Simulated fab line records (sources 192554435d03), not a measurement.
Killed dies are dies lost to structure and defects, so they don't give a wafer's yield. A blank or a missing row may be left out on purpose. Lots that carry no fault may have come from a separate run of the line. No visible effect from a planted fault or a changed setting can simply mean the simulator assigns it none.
fab line records	flow n5_finfet
[record] lots = 7	wafers = 21
route steps=1938 shown FIN_CUT@169 DUMMY_GATE@224 SD_EPI_N@278 SDB@347 HKMG_FIN@422 MOL_CONTACT_COAG@531 BEOL_M0_SAQP@635
start_h: hours from the record's opening day to when the first of the lot's shown wafers began	wait_h: how many hours have passed since the lot's step before this one	" as in the row above	L1.1+2: a single row standing in for several wafers	- no value present, or no start provided	* or withheld: withheld	< > ~ a bound
route shown NAME@n: a module of which the file shows steps, and the number in the route of the first	usual: mean/standard deviation of fault-free wafers	same: alike in all rows	chamber/n: place in a boat	sites: readings site by site	_std_site: standard deviation of those values	_edge_site: mean of outer sites minus mean of inner sites	radius_mm: how far each site lies from the wafer's centre	mask NAME#n: copy n	behind: the most recent tool/chamber to have shaped the wafer	hold: what put the lot on hold/how long, in hours/how the hold closed	device: transistor that didn't switch, given as n, p or np	end of line: the route-end tests of the same wafers	a step with no rows: only its recipe	killed: not the wafer's yield, but the dies lost to structure and defects at the first sort	map: dies across one wafer; x = killed, . = not, _ = none there
set.NAME: the setting as run; set.NAME@STEP: as run at that earlier step	model.NAME: the simulator's own value behind a step, which no gauge read
lots whose settings were changed on purpose; a table a step, a row a wafer
[[steps]]
[step N5_FIN_CUT_ETCH_21]
[recipe] chemistry = N2/H2	target = SOC	target_depth_a = 2190	overetch_a = 438	mask_material = SiARC	temp_c = 40	ion_energy_ev = 100	bias_w = 61	time_s = 523.5	pressure_mtorr = 30	source_w = 850	n2_flow_sccm = 200	h2_flow_sccm = 200
lot.wafer	tool	chamber	start_h	wait_h	set.time_s	model.SiARC_of_FIN_CUT_COAT_19.thk_nm
L074.1	rie_diel-02	2	26.94	0.0	624.3	10.4
L074.4	"	3	"	"	523.5	12
L074.5	"	2	"	"	624.3	10.6
L076.1+3	rie_diel-02	1,0	38.28	0.0	523.5	12.2
L076.2	"	2	"	"	523.5	11.8
L077.1+6	rie_diel-02	0,1	45.27	0.0	523.5	12.2
L077.3	"	2	"	"	523.5	12
L078.2+6	rie_diel-04	0,2	51.76	0.0	523.5	11.8
L078.3	"	2	"	"	523.5	11.6
L081.1+4	rie_diel-04	1	68.99	0.0	523.5	12.2
L081.3	"	2	"	"	523.5	11.8
L085.1	rie_diel-02	0	94.07	0.0	523.5	12.2
L085.4+5	"	3	"	"	523.5	12
L088.1	rie_diel-02	2	111.86	0.0	523.5	12
L088.2	"	1	"	"	575.5	11.4
L088.3	"	3	"	"	523.5	12.2
[step N5_DUMMY_GATE_COAT_28]
[recipe] resist = underlayer	temp_c = 205	time_s = 60	spin_rpm = 1500	resist_thk_nm = 10
lot.wafer	tool	chamber	start_h	wait_h	set.spin_rpm	model.underlayer_of_DUMMY_GATE_COAT_28.thk_nm
L074.1+4+5	litho_track-03	0	-	-	1500	10
L077.1	litho_track-01	0	-	-	1419	10.2
L077.3	"	0	"	"	1500	10
L077.6	"	0	"	"	1419	10.4
L076.1+2+3	litho_track-04	0	-	-	1500	10
L078.2+6	litho_track-01	0	-	-	1500	10
L078.3	"	0	"	"	1418	10.2
L081.1+3	litho_track-03	0	-	-	1455	10.2
L081.4	"	0	"	"	1500	10
L085.1+4+5	litho_track-01	0	-	-	1500	10
L088.1+2	litho_track-03	0	-	-	1500	10
L088.3	"	0	"	"	1378	10.4
[step N5_SD_EPI_N_ETCH_45]
[recipe] chemistry = CH3F/O2	target = SiOCN	target_depth_a = 60	mask_material = SOC	ion_energy_ev = 60	bias_w = 29	pressure_mtorr = 15	source_w = 410	Ar_flow_sccm = 150	CH3F_flow_sccm = 30	O2_flow_sccm = 20
lot.wafer	tool	chamber	start_h	wait_h	set.target_depth_a	model.etch.depth_nm
L074.1	rie_diel-06	3	48.89	0.1	55.49	5.418
L074.4	"	0	"	"	60	6.083
L074.5	"	3	"	"	55.49	5.377
L077.1	rie_diel-03	1	68.52	0.1	60	6.108
L077.3	"	3	"	"	63.46	6.563
L077.6	"	2	"	"	60	6.094
L076.1	rie_diel-03	3	70.33	0.1	60	6.197
L076.2	"	1	"	"	60	6.14
L076.3	"	2	"	"	60	6.171
L078.2	rie_diel-01	0	76.29	0.1	60	5.91
L078.3	"	2	"	"	60	6.318
L078.6	"	3	"	"	64.66	6.532
L081.1	rie_diel-03	1	90.11	0.1	52.87	5.366
L081.3	"	2	"	"	60	6.141
L081.4	"	0	"	"	60	6.016
L085.1	rie_diel-01	2	116.94	0.1	55.39	5.744
L085.4	"	1	"	"	60	5.88
L085.5	"	3	"	"	60	5.99
L088.1	rie_diel-06	3	134.31	0.1	60	5.766
L088.2	"	2	"	"	57.38	5.536
L088.3	"	1	"	"	57.38	5.8
[step N5_SDB_HM_DEP_00]
[recipe] material = SiNx	target_thk_a = 400	temp_c = 400	precursor = SiH4/NH3/N2	pressure_torr = 1.5	rf_w = 300	time_s = 35.3
lot.wafer	tool	chamber	start_h	wait_h	set.time_s	model.SiNx_of_SDB_HM_DEP_00.thk_nm
L074.1	pecvd-02	2	63.94	0.0	35.3	39.2
L074.4+5	"	2,1	"	"	35.3	40.2
L077.1	pecvd-02	1	84.75	0.0	30.53	34.6
L077.3	"	0	"	"	35.3	40.2
L077.6	"	2	"	"	35.3	41
L076.1	pecvd-03	1	86.01	0.0	35.3	39.6
L076.2	"	0	"	"	35.3	40.4
L076.3	"	2	"	"	35.3	39.8
L078.2	pecvd-03	1	91.63	0.0	33.68	38
L078.3	"	0	"	"	35.3	39.8
L078.6	"	0	"	"	35.3	40.6
L081.1	pecvd-02	2	105.30	0.0	35.3	40.2
L081.3	"	0	"	"	35.3	39.8
L081.4	"	0	"	"	30.77	35.6
L085.1	pecvd-02	0	132.33	0.0	35.3	39.8
L085.4	"	2	"	"	35.3	40.8
L085.5	"	1	"	"	35.3	41
L088.1	pecvd-01	2	150.02	0.0	35.3	40.4
L088.2	"	1	"	"	31.46	35.4
L088.3	"	0	"	"	31.46	36.2
[step N5_SDB_COAT_03]
[recipe] resist = SOC	temp_c = 250	time_s = 60	spin_rpm = 1500	resist_thk_nm = 100
[step N5_SDB_COAT_04]
[recipe] resist = SiARC	temp_c = 220	time_s = 60	spin_rpm = 1500	resist_thk_nm = 18
[step N5_SDB_STRIP_19]
[recipe] chemistry = N2/H2	temp_c = 40	n2_flow_sccm = 200	h2_flow_sccm = 200	rf_frequency_hz = 6e+07
[step N5_SDB_STRIP_21]
[recipe] chemistry = CF4	resist = SiARC	power_w = 300	bias_power_w = 75	pressure_mtorr = 50	cf4_flow_sccm = 150	rf_frequency_hz = 6e+07
[step N5_SDB_HM_OPEN_20]
[recipe] chemistry = CH3F/O2	target = SiNx	mask_material = SOC	target_depth_a = 240	stop_on = poly-Si	over_etch_frac = 0.4	ion_energy_ev = 120	pressure_mtorr = 30	source_w = 395	bias_w = 73	Ar_flow_sccm = 150	CH3F_flow_sccm = 30	O2_flow_sccm = 20
lot.wafer	tool	chamber	start_h	wait_h	set.time_s@SDB_HM_DEP_00	model.etch.depth_nm
L074.1	rie_diel-01	1	64.71	0.0	35.3	23.22
L074.4	"	2	"	"	35.3	24.16
L074.5	"	0	"	"	35.3	24.18
L077.1	rie_diel-01	2	85.39	0.0	30.53	18.52
L077.3	"	1	"	"	35.3	24.19
L077.6	"	1	"	"	35.3	25.04
L076.1	rie_diel-03	0	86.78	0.0	35.3	23.69
L076.2	"	1	"	"	35.3	24.44
L076.3	"	2	"	"	35.3	23.81
L078.2	rie_diel-01	3	92.40	0.0	33.68	22.02
L078.3	"	2	"	"	35.3	23.89
L078.6	"	0	"	"	35.3	24.56
L081.1	rie_diel-01	2	105.94	0.0	35.3	24.26
L081.3	"	3	"	"	35.3	23.75
L081.4	"	1	"	"	30.77	19.58
L085.1	rie_diel-03	2	133.09	0.0	35.3	23.8
L085.4	"	3	"	"	35.3	24.81
L085.5	"	0	"	"	35.3	25.05
L088.1	rie_diel-06	0	150.78	0.0	35.3	24.31
L088.2	"	1	"	"	31.46	19.37
L088.3	"	2	"	"	31.46	20.23
[step N5_SDB_STRIP_22]
[recipe] chemistry = N2/H2	power_w = 1000	temp_c = 250	h2_frac = 0.65	overash_fraction = 0.3	pressure_mtorr = withheld	n2_flow_sccm = 1750	h2_flow_sccm = 3250
[step N5_SDB_PRECLEAN_23]
[recipe] chemistry = dHF	time_s = 30	temp_c = 25	dilution = withheld
[step N5_SDB_DUMMY_REMOVE_24]
[recipe] chemistry = TMAH	temp_c = 70	target = poly-Si	stop_on = SiO2	target_depth_nm = 142	conc_wt_pct = 5	time_s = 57	dry = ipa_marangoni	rinse_time_s = 30	rinse_temp_c = 23
[step N5_SDB_ETCH_25]
[recipe] chemistry = C4F6/O2	target = SiO2	target_depth_a = 100	time_s = 3.3	ion_energy_ev = 250	mask_material = SiNx	pressure_mtorr = 30	source_w = 345	bias_w = 185	Ar_flow_sccm = 300	C4F6_flow_sccm = 10	O2_flow_sccm = 10
lot.wafer	tool	chamber	start_h	wait_h	set.time_s@SDB_HM_DEP_00	model.SiNx_of_SDB_HM_DEP_00.thk_nm
L074.1	rie_diel-06	3	65.04	0.0	35.3	37.6
L074.4+5	"	0,1	"	"	35.3	38.6
L077.1	rie_diel-01	1	86.25	0.6	30.53	33
L077.3	"	2	"	"	35.3	38.6
L077.6	"	1	"	"	35.3	39.4
L076.1	rie_diel-03	2	87.12	0.0	35.3	38
L076.2	"	0	"	"	35.3	38.8
L076.3	"	1	"	"	35.3	38.2
L078.2	rie_diel-01	0	92.70	0.0	33.68	36.4
L078.3	"	1	"	"	35.3	38.4
L078.6	"	2	"	"	35.3	39
L081.1	rie_diel-03	0	106.24	0.0	35.3	38.6
L081.3	"	3	"	"	35.3	38.2
L081.4	"	2	"	"	30.77	34
L085.1	rie_diel-01	1	133.39	0.0	35.3	38.2
L085.4	"	3	"	"	35.3	39.2
L085.5	"	1	"	"	35.3	39.4
L088.1	rie_diel-03	2	151.08	0.0	35.3	38.6
L088.2	"	3	"	"	31.46	33.8
L088.3	"	1	"	"	31.46	34.6
[step N5_SDB_CUT_ETCH_26]
[recipe] chemistry = HBr/Cl2/O2	target = Si	target_depth_a = 1296	bt_time_s = 20	mask_material = SiNx	time_s = 51.8	ion_energy_ev = *	bias_w = *	pressure_mtorr = 10	icp_w = 800	HBr_flow_sccm = 150	Cl2_flow_sccm = 80	O2_flow_sccm = 12
lot.wafer	tool	chamber	start_h	wait_h	set.time_s@SDB_HM_DEP_00	model.SiNx_of_SDB_HM_DEP_00.thk_nm
L074.1	rie_si-01	3	65.12	0.1	35.3	21.6
L074.4	"	1	"	"	35.3	22.4
L074.5	"	2	"	"	35.3	22
L077.1	rie_si-04	2	86.33	0.1	30.53	16.6
L077.3	"	0	"	"	35.3	22.4
L077.6	"	3	"	"	35.3	23
L076.1	rie_si-01	0	87.20	0.1	35.3	21.6
L076.2	"	2	"	"	35.3	22.2
L076.3	"	1	"	"	35.3	22
L078.2	rie_si-06	0	92.78	0.1	33.68	20.8
L078.3	"	3	"	"	35.3	21.4
L078.6	"	0	"	"	35.3	23.2
L081.1	rie_si-04	2	106.32	0.1	35.3	22.4
L081.3	"	1	"	"	35.3	21.8
L081.4	"	3	"	"	30.77	17.2
L085.1	rie_si-01	1	133.48	0.1	35.3	22.2
L085.4	"	2	"	"	35.3	22.8
L085.5	"	0	"	"	35.3	23.2
L088.1	rie_si-06	3	151.17	0.1	35.3	21.6
L088.2	"	1	"	"	31.46	17.6
L088.3	"	2	"	"	31.46	18.6
[step N5_HKMG_FIN_COAT_29]
[recipe] resist = SOC	temp_c = 250	time_s = 60	spin_rpm = 1500	resist_thk_nm = 300
lot.wafer	tool	chamber	start_h	wait_h	set.spin_rpm	model.SOC_of_HKMG_FIN_COAT_29.thk_nm
L074.1	litho_track-03	0	72.93	0.2	1500	301.2
L074.4	"	0	"	"	1500	300.8
L074.5	"	0	"	"	1632	287.6
L077.1	litho_track-02	0	94.20	0.2	1500	300.2
L077.3	"	0	"	"	1347	317.4
L077.6	"	0	"	"	1500	299.6
L076.1	litho_track-02	0	94.97	0.2	1500	300.2
L076.2	"	0	"	"	1500	300.6
L076.3	"	0	"	"	1500	299.2
L078.2	litho_track-03	0	100.60	0.2	1500	300.6
L078.3	"	0	"	"	1500	299.6
L078.6	"	0	"	"	1500	300.2
L081.1	litho_track-03	0	115.32	0.2	1583	291
L081.3	"	0	"	"	1500	300
L081.4	"	0	"	"	1500	298.8
L085.1	litho_track-03	0	141.39	0.2	1500	299
L085.4	"	0	"	"	1500	299.4
L085.5	"	0	"	"	1500	299.2
L088.1	litho_track-05	0	160.57	0.2	1500	299
L088.2	"	0	"	"	1500	299.2
L088.3	"	0	"	"	1602	289.6
[step N5_HKMG_FIN_EXPOSE_09]
[recipe] mask_id = NWFM	na = 1.35	source_shape = conventional	sigma_outer = 0.8	polarization = unpolarized	dose_mj = 39.25
lot.wafer	tool	chamber	start_h	wait_h	mask	set.dose_mj
L074.1	arfi_scanner-02	0	73.05	-	NWFM#0	38.2
L074.4+5	"	0	"	"	NWFM#0	39.25
L077.1+6	arfi_scanner-03	0	94.45	-	NWFM#0	39.25
L077.3	"	0	"	"	NWFM#0	40.43
L076.1+2+3	arfi_scanner-02	0	95.22	-	NWFM#0	39.25
L078.2+6	arfi_scanner-03	0	100.85	-	NWFM#0	39.25
L078.3	"	0	"	"	NWFM#0	38.2
L081.1+3+4	arfi_scanner-01	0	115.56	-	NWFM#0	39.25
L085.1+4	arfi_scanner-01	0	141.51	-	NWFM#0	41.44
L085.5	"	0	"	"	NWFM#0	39.25
L088.1+2+3	arfi_scanner-01	0	160.81	-	NWFM#0	39.25
[step N5_HKMG_FIN_PEB_10]
[recipe] peb_temp_c = withheld	peb_time_s = 60	resist = CAR-ArF
lot.wafer	tool	chamber	start_h	wait_h	set.peb_time_s
L074.1+4+5	litho_track-05	0	73.10	0.1	60
L077.1+3+6	litho_track-05	0	94.50	0.1	60
L076.1+2+3	litho_track-02	0	95.27	0.1	60
L078.2	litho_track-03	0	100.90	0.0	72.09
L078.3+6	"	0	"	"	60
L081.1+3+4	litho_track-03	0	115.62	0.1	60
L085.1	litho_track-02	0	141.57	0.1	65.18
L085.4+5	"	0	"	"	60
L088.1	litho_track-03	0	160.87	0.1	71.27
L088.2+3	"	0	"	"	60
[step N5_HKMG_FIN_DEVELOP_11]
[recipe] develop_time_s = 30	developer = TMAH	resist = CAR-ArF	dev_temp_c = 23	rinse_liquid = diw	dry = air_spin
[step N5_HKMG_FIN_CD_MEAS_12]
[recipe] target_cd_nm = 92.8	landing_energy_ev = 500	detector = se_inlens
[usual] cd_nm = 92.8/0.51
lot.wafer	tool	chamber	start_h	wait_h	set.dose_mj@HKMG_FIN_EXPOSE_09	set.peb_time_s@HKMG_FIN_PEB_10	cd_nm
L074.1	cd_sem-02	0	73.17	-	38.2	60	92.0
L074.4	"	0	"	"	39.25	60	93.3
L074.5	"	0	"	"	39.25	60	93.3
L077.1	cd_sem-01	0	94.57	-	39.25	60	92.4
L077.3	"	0	"	"	40.43	60	94.6
L077.6	"	0	"	"	39.25	60	93.3
L076.1	cd_sem-03	0	95.34	-	39.25	60	93.2
L076.2	"	0	"	"	39.25	60	93.3
L076.3	"	0	"	"	39.25	60	93.1
L078.2	cd_sem-03	0	100.97	-	39.25	72.09	98.5
L078.3	"	0	"	"	38.2	60	90.5
L078.6	"	0	"	"	39.25	60	92.8
L081.1	cd_sem-01	0	115.68	-	39.25	60	92.3
L081.3	"	0	"	"	39.25	60	92.4
L081.4	"	0	"	"	39.25	60	91.7
L085.1	cd_sem-03	0	141.64	-	41.44	65.18	99.3
L085.4	"	0	"	"	41.44	60	97.0
L085.5	"	0	"	"	39.25	60	93.5
L088.1	cd_sem-01	0	160.94	-	39.25	71.27	98.2
L088.2	"	0	"	"	39.25	60	92.6
L088.3	"	0	"	"	39.25	60	92.9
[step N5_HKMG_FIN_ETCH_32]
[recipe] chemistry = N2/H2	target = SOC	target_depth_a = 2400	temp_c = 40	time_s = 300	ion_energy_ev = 200	mask_material = SiARC	pressure_mtorr = 30	source_w = 840	bias_w = 150	n2_flow_sccm = 200	h2_flow_sccm = 200
[usual] rf_vpp_V = 525.1/2.8
lot.wafer	tool	chamber	start_h	wait_h	set.bias_w	rf_vpp_V	model.SiARC_of_HKMG_FIN_COAT_30.thk_nm
L074.1	rie_diel-01	0	73.35	0.0	127.8	477.0	24
L074.4	"	3	"	"	150	525.2	20.6
L074.5	"	0	"	"	150	527.1	21.6
L077.1	rie_diel-01	2	94.89	0.0	150	527.8	20.4
L077.3	"	0	"	"	150	526.7	21.8
L077.6	"	0	"	"	150	527.2	21.8
L076.1	rie_diel-01	2	95.52	0.0	150	528.6	20.4
L076.2	"	0	"	"	150	527.3	21.6
L076.3	"	1	"	"	150	519.9	21.6
L078.2	rie_diel-03	0	101.14	0.0	123.3	464.7	24.4
L078.3	"	1	"	"	150	526.1	20.4
L078.6	"	1	"	"	123.3	466.0	24
L081.1	rie_diel-03	0	115.86	0.0	150	526.4	21.4
L081.3	"	1	"	"	150	527.6	20.6
L081.4	"	2	"	"	150	524.9	21.2
L085.1	rie_diel-01	3	141.89	0.0	150	526.0	20.8
L085.4	"	1	"	"	161.6	545.0	20
L085.5	"	2	"	"	150	527.5	20.2
L088.1	rie_diel-01	1	161.19	0.0	150	520.1	21.4
L088.2	"	2	"	"	150	528.1	20.6
L088.3	"	3	"	"	169.1	567.6	18.6
[step N5_MOL_CONTACT_COAG_ETCH_105]
[recipe] chemistry = CF4	target = SiARC	target_depth_a = 156	mask_material = CAR-EUV	time_s = 26	ion_energy_ev = 80	pressure_mtorr = 40	source_w = 545	bias_w = 36	Ar_flow_sccm = 100	cf4_flow_sccm = 100	ends = cleared
[usual] rf_vpp_V = 184.4/1.2
lot.wafer	tool	chamber	start_h	wait_h	set.bias_w	rf_vpp_V
L074.1	rie_diel-03	3	86.19	0.0	36	183.2
L074.4	"	1	"	"	32.29	172.3
L074.5	"	0	"	"	36	184.5
L077.1	rie_diel-06	0	107.26	0.0	36	184.1
L077.3	"	2	"	"	32.8	172.6
L077.6	"	0	"	"	32.8	174.6
L076.1	rie_diel-01	2	108.80	0.0	36	186.9
L076.2	"	3	"	"	36	185.1
L076.3	"	1	"	"	36	182.6
L078.2	rie_diel-03	3	113.24	0.0	36	182.5
L078.3	"	1	"	"	36	185.4
L078.6	"	1	"	"	37.71	190.3
L081.1	rie_diel-03	0	128.30	0.0	36	184.2
L081.3	"	3	"	"	36	182.3
L081.4	"	2	"	"	36	183.8
L085.1	rie_diel-03	3	154.28	0.0	40.49	196.9
L085.4	"	1	"	"	36	184.9
L085.5	"	0	"	"	40.49	199.2
L088.1	rie_diel-01	0	173.55	0.0	33.93	178.9
L088.2	"	2	"	"	33.93	176.8
L088.3	"	1	"	"	36	183.8
[step N5_MOL_CONTACT_COAG_PECVD_31]
[recipe] material = SiO2	target_thk_a = 460	temp_c = 400	precursor = TEOS/O2	pressure_torr = 6.5	rf_w = withheld	teos_flow_sccm = withheld	gas = O2	flow_sccm = 2650	time_s = 8.9
lot.wafer	tool	chamber	start_h	wait_h	set.time_s	model.SiO2_of_MOL_CONTACT_COAG_PECVD_31.thk_nm
L074.1	pecvd-04	0	97.39	0.3	8.9	45.4
L074.4	"	0	"	"	7.836	40.6
L074.5	"	2	"	"	8.9	46.6
L077.1	pecvd-03	0	115.08	0.3	8.9	45.2
L077.3	"	2	"	"	8.9	45.4
L077.6	"	0	"	"	7.911	41
L076.1	pecvd-04	2	120.87	0.3	8.9	46.6
L076.2	"	1	"	"	8.9	46.4
L076.3	"	0	"	"	8.9	45.8
L078.2	pecvd-04	0	123.60	0.3	8.9	45
L078.3	"	2	"	"	8.9	45.8
L078.6	"	0	"	"	8.449	43.2
L081.1	pecvd-03	1	139.68	0.3	9.76	49
L081.3	"	0	"	"	9.76	49.6
L081.4	"	0	"	"	8.9	46.2
L085.1	pecvd-04	1	164.35	0.3	9.483	48
L085.4	"	0	"	"	8.9	45.4
L085.5	"	1	"	"	8.9	46
L088.1	pecvd-01	2	193.82	0.3	8.9	46.4
L088.2	"	0	"	"	8.9	46.2
L088.3	"	1	"	"	8.9	44.8
[step N5_MOL_CONTACT_COAG_COAT_75]
[recipe] resist = SOC	temp_c = 250	time_s = 60	spin_rpm = 1500	resist_thk_nm = 60
[step N5_MOL_CONTACT_COAG_COAT_76]
[recipe] resist = SiARC	temp_c = 220	time_s = 60	spin_rpm = 1500	resist_thk_nm = 10
[step N5_MOL_CONTACT_COAG_ETCHBACK_135]
[recipe] chemistry = CHF3	target = SiO2	target_depth_a = 250	time_s = 16.7	ion_energy_ev = 200	pressure_mtorr = 30	source_w = 610	bias_w = 170	Ar_flow_sccm = 200	CHF3_flow_sccm = 50
[step N5_MOL_CONTACT_COAG_STRIP_118]
[recipe] chemistry = CHF3	resist = SiARC	rf_frequency_hz = 6e+07
[step N5_MOL_CONTACT_COAG_VIA_ETCH_46]
[recipe] chemistry = C4F6/O2	target_depth_a = 460	overetch_a = 92	mask_material = SOC	target = SiO2	bias_w = 455	pressure_mtorr = 10	time_s = 40	source_w = 325	Ar_flow_sccm = 300	C4F6_flow_sccm = 10	O2_flow_sccm = 10	ion_energy_ev = 575.3	ends = end_point
lot.wafer	tool	chamber	start_h	wait_h	set.time_s@MOL_CONTACT_COAG_PECVD_31	model.etch.depth_nm
L074.1	rie_diel-01	2	98.55	0.0	8.9	45.41
L074.4	"	1	"	"	7.836	40.54
L074.5	"	2	"	"	8.9	46.62
L077.1	rie_diel-06	3	116.21	0.0	8.9	45.22
L077.3	"	2	"	"	8.9	45.4
L077.6	"	0	"	"	7.911	40.95
L076.1	rie_diel-06	3	122.05	0.0	8.9	46.54
L076.2	"	1	"	"	8.9	46.49
L076.3	"	2	"	"	8.9	45.76
L078.2	rie_diel-01	3	124.89	0.0	8.9	45.05
L078.3	"	2	"	"	8.9	45.77
L078.6	"	1	"	"	8.449	43.22
L081.1	rie_diel-03	3	140.61	0.0	9.76	48.93
L081.3	"	1	"	"	9.76	49.61
L081.4	"	3	"	"	8.9	46.22
L085.1	rie_diel-01	2	165.41	0.0	9.483	48.02
L085.4	"	0	"	"	8.9	45.4
L085.5	"	1	"	"	8.9	45.93
L088.1	rie_diel-01	1	195.08	0.0	8.9	46.45
L088.2	"	2	"	"	8.9	46.11
L088.3	"	0	"	"	8.9	44.87
[step N5_BEOL_M0_SAQP_PECVD_03]
[recipe] material = SiCN	target_thk_a = 120	temp_c = withheld	precursor = 3MS/NH3	pressure_torr = 3	rf_w = 202	time_s = 21.1
lot.wafer	tool	chamber	start_h	wait_h	set.time_s	model.SiCN_of_BEOL_M0_SAQP_PECVD_03.thk_nm
L074.1	pecvd-02	1	106.10	0.1	21.1	11.6
L074.4	"	1	"	"	21.1	11.8
L074.5	"	2	"	"	22.39	12.4
L077.1	pecvd-03	2	122.82	0.1	19.33	11.2
L077.3+6	"	1,0	"	"	21.1	12.2
L076.1+2+3	pecvd-04	0,2,1	129.03	0.1	21.1	12
L078.2+6	pecvd-04	0	132.28	0.1	21.1	11.8
L078.3	"	2	"	"	21.1	12
L081.1	pecvd-02	1	147.90	0.1	21.1	11.8
L081.3	"	0	"	"	21.1	11.6
L081.4	"	2	"	"	21.1	12
L085.1	pecvd-02	0	171.78	0.1	21.1	12
L085.4	"	1	"	"	21.1	12.2
L085.5	"	0	"	"	21.1	12.4
L088.1	pecvd-02	2	205.00	0.1	21.1	11.6
L088.2	"	1	"	"	19.08	10.4
L088.3	"	0	"	"	21.1	11.8
[[key]]
[split] step = N5_FIN_CUT_ETCH_21	setting = time_s	stated = 523.5	by = wafer
[response] step = N5_FIN_CUT_ETCH_21	reading = model.SiARC_of_FIN_CUT_COAT_19.thk_nm	change = -0.0763	per = 1%	r = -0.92
[split] step = N5_DUMMY_GATE_COAT_28	setting = spin_rpm	stated = 1500	by = wafer
[response] step = N5_DUMMY_GATE_COAT_28	reading = model.underlayer_of_DUMMY_GATE_COAT_28.thk_nm	change = -0.0489	per = 1%	r = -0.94
[split] step = N5_SD_EPI_N_ETCH_45	setting = target_depth_a	stated = 60	by = wafer
[response] step = N5_SD_EPI_N_ETCH_45	reading = model.etch.depth_nm	change = +0.058	per = 1%	r = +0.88
[split] step = N5_SDB_HM_DEP_00	setting = time_s	stated = 35.3	by = wafer
[response] step = N5_SDB_HM_DEP_00	reading = model.SiNx_of_SDB_HM_DEP_00.thk_nm	change = +0.406	per = 1%	r = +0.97
[response] step = N5_SDB_HM_OPEN_20	reading = model.etch.depth_nm	change = +0.408	per = 1%	r = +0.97
[response] step = N5_SDB_ETCH_25	reading = model.SiNx_of_SDB_HM_DEP_00.thk_nm	change = +0.403	per = 1%	r = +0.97
[response] step = N5_SDB_CUT_ETCH_26	reading = model.SiNx_of_SDB_HM_DEP_00.thk_nm	change = +0.391	per = 1%	r = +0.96
[split] step = N5_HKMG_FIN_COAT_29	setting = spin_rpm	stated = 1500	by = wafer
[response] step = N5_HKMG_FIN_COAT_29	reading = model.SOC_of_HKMG_FIN_COAT_29.thk_nm	change = -1.58	per = 1%	r = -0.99
[split] step = N5_HKMG_FIN_EXPOSE_09	setting = dose_mj	stated = 39.25	by = wafer
[response] step = N5_HKMG_FIN_CD_MEAS_12	reading = cd_nm	slope = +0.613	per = 1%	together_with = peb_time_s@HKMG_FIN_PEB_10	explained = 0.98
[split] step = N5_HKMG_FIN_PEB_10	setting = peb_time_s	stated = 60	by = wafer
[response] step = N5_HKMG_FIN_CD_MEAS_12	reading = cd_nm	change = +0.33	per = 1%	r = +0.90
[split] step = N5_HKMG_FIN_ETCH_32	setting = bias_w	stated = 150	by = wafer
[response] step = N5_HKMG_FIN_ETCH_32	reading = rf_vpp_V	change = +3.3	per = 1%	r = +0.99
[response] step = N5_HKMG_FIN_ETCH_32	reading = model.SiARC_of_HKMG_FIN_COAT_30.thk_nm	change = -0.191	per = 1%	r = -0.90
[split] step = N5_MOL_CONTACT_COAG_ETCH_105	setting = bias_w	stated = 36	by = wafer
[response] step = N5_MOL_CONTACT_COAG_ETCH_105	reading = rf_vpp_V	change = +1.11	per = 1%	r = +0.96
[split] step = N5_MOL_CONTACT_COAG_PECVD_31	setting = time_s	stated = 8.9	by = wafer
[response] step = N5_MOL_CONTACT_COAG_PECVD_31	reading = model.SiO2_of_MOL_CONTACT_COAG_PECVD_31.thk_nm	change = +0.393	per = 1%	r = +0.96
[response] step = N5_MOL_CONTACT_COAG_VIA_ETCH_46	reading = model.etch.depth_nm	change = +0.397	per = 1%	r = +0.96
[split] step = N5_BEOL_M0_SAQP_PECVD_03	setting = time_s	stated = 21.1	by = wafer
[response] step = N5_BEOL_M0_SAQP_PECVD_03	reading = model.SiCN_of_BEOL_M0_SAQP_PECVD_03.thk_nm	change = +0.126	per = 1%	r = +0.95
